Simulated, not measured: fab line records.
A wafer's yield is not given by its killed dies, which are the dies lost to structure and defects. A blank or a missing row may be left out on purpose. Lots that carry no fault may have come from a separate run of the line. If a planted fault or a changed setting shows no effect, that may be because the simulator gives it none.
Matching of chambers	flow nand harc	4 sister chambers for NHARC_A_CONTACT_ETCH_30 on rie diel-03
The step etches the open film in CF4/CHF3, target depth 72.6 nm, time 36.3 s. 20 wafers are shown with their chamber, then 10 later ones without.

== WAFERS, EACH WITH ITS CHAMBER ==
wafer	chamber	drypump motor current A (A)	showerhead plenum p Torr (Torr)	run length s (s)
L431.1	3	5.3	1.56	57.3
L431.4	1	5.6	1.54	57.7
L431.5	2	6.4	1.52	57.1
L432.4	0	5.4	1.56	58.2
L432.5	3	5.3	1.56	57.2
L432.6	0	5.4	1.56	58.0
L433.1	0	5.4	1.56	58.3
L433.4	2	6.3	1.52	57.4
L433.5	2	6.3	1.52	57.4
L435.2	2	6.3	1.52	57.2
L435.3	1	5.6	1.53	58.2
L435.6	0	5.4	1.56	58.1
L434.3	3	5.3	1.56	57.0
L434.4	1	5.6	1.53	58.1
L434.6	0	5.4	1.56	57.9
L440.1	0	5.4	1.56	58.1
L440.5	3	5.3	1.56	57.4
L440.6	2	6.3	1.52	57.5
L439.1	0	5.4	1.56	58.1
L439.4	2	6.3	1.52	57.5

SIGNATURES (means of the wafers above)
reading	chamber 0	chamber 1	chamber 2	chamber 3	scatter within a chamber
drypump motor current A	5.400	5.600	6.317	5.300	0.0228
showerhead plenum p Torr	1.5600	1.5333	1.5200	1.5600	0.00204
run length s	58.100	58.000	57.350	57.225	0.17
Rule: a wafer lies at a distance from a chamber equal to the root of the sum of squares, over the readings, of (its reading less the chamber's mean, divided by the reading's scatter). If the next closest chamber is less than 2 further off than the closest, the wafer can't be placed; otherwise it belongs to the closest. The scatter: take each reading less its chamber's mean, square it, sum over the shown wafers, divide by the number of wafers less the number of chambers, and take the root.

== WAFERS WHOSE CHAMBER IS MISSING ==
wafer	drypump motor current A (A)	showerhead plenum p Torr (Torr)	run length s (s)
L443.5	5.4	1.56	57.9
L449.2	5.3	1.56	57.7
L449.4	5.3	1.56	57.0
L449.6	5.4	1.55	57.9
L450.2	5.3	1.55	57.4
L450.4	5.3	1.55	57.1
L450.6	6.4	1.51	57.5
L451.4	5.4	1.55	58.5
L451.5	5.3	1.55	57.0
L451.6	6.3	1.51	57.4

== EACH ONE'S CHAMBER ==
wafer	from the rows above	in truth
L443.5	0	0
L449.2	3	3
L449.4	3	3
L449.6	0	0
L450.2	3	3
L450.4	3	3
L450.6	2	2
L451.4	0	0
L451.5	3	3
L451.6	2	2
Correctly placed: 10 of 10. Can't be placed from these rows: 0. Number placed wrongly: 0.
